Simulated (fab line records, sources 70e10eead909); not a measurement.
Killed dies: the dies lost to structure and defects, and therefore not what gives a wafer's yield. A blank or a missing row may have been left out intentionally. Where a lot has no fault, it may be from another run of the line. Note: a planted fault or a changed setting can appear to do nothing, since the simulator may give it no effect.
Chamber matching -- flow nandHarc -- NHARC_P_GATE_ETCH_32 on rieSi-02: 4 sister chambers
The step etches the open film in HBr/Cl2, target depth 150 nm, time 100.1 s. 4 wafers are shown with their chamber, then 9 later ones without.

## EACH WAFER AND ITS CHAMBER
wafer,chamber,drypumpMotorCurrentA (A)
L089.2,3,5.1
L090.2,1,5.5
L090.3,2,5.0
L090.4,0,6.1

## WAFERS WITHOUT THEIR CHAMBER
wafer,drypumpMotorCurrentA (A)
L092.1,5.1
L092.3,6.1
L092.5,5.1
L093.3,5.1
L093.5,5.5
L093.6,6.1
L096.1,5.1
L096.3,5.0
L096.4,5.6

## WHICH CHAMBER EACH ONE RAN IN
wafer,from the rows above,in truth
L092.1,3,3
L092.3,0,0
L092.5,3,3
L093.3,3,3
L093.5,1,1
L093.6,0,0
L096.1,3,3
L096.3,2,2
L096.4,1,1
Placed correctly: 9 of 9. From these rows, 0 cannot be placed. Placed wrongly: 0.
How it was worked out, from the rows above alone: a wafer's distance from a chamber is the root of the sum, over the readings, of the square of ((its reading less the chamber's mean) divided by the reading's scatter). The wafer belongs to the nearest chamber; if the next one is less than 2 further off, it can't be placed. The mean given for a chamber averages the wafers shown for that chamber. The scatter: with one shown wafer a chamber, the root of the mean of the squares of how far each hidden wafer lies from its nearest shown one.
